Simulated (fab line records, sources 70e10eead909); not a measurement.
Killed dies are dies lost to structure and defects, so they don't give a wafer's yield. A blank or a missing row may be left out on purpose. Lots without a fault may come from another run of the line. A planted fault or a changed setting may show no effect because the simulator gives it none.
Chamber matching | flow nand_harc | NHARC_A_STAIRCASE_DESCUM_186 on rie_diel-02: 4 sister chambers
The step chemistry O2, time 3 s. 4 wafers are shown with their chamber, then 8 later ones without.

WAFERS WITH THEIR CHAMBER
wafer  | chamber | showerhead_plenum_p_Torr (Torr)
L085.5 | 3       | 2.03
L085.6 | 0       | 1.80
L087.6 | 1       | 1.95
L090.1 | 2       | 1.81

WAFERS WITHOUT THEIR CHAMBER
wafer  | showerhead_plenum_p_Torr (Torr)
L090.4 | 1.95
L090.6 | 1.79
L093.2 | 1.95
L093.3 | 2.02
L093.6 | 2.02
L094.2 | 1.80
L094.5 | 1.79
L094.6 | 2.02

WHICH CHAMBER EACH WENT THROUGH
wafer  | from the rows above     | in truth
L090.4 | 1                       | 1
L090.6 | can't be placed: 0 or 2 | 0
L093.2 | 1                       | 1
L093.3 | 3                       | 3
L093.6 | 3                       | 3
L094.2 | can't be placed: 0 or 2 | 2
L094.5 | can't be placed: 0 or 2 | 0
L094.6 | 3                       | 3
Placed correctly: 5 of 8. Can't be placed from these rows: 3 (the true chamber is among the candidates in 3). Placed wrongly: 0.
How it was worked out, from the rows above alone: a wafer's distance from a chamber is the root of the sum, over the readings, of the square of ((its reading less the chamber's mean) divided by the reading's scatter). The wafer belongs to the nearest chamber; if the next one is less than 2 further off, it can't be placed. A chamber's mean is the mean of its shown wafers. The scatter: with one shown wafer a chamber, the root of the mean of the squares of how far each hidden wafer lies from its nearest shown one.
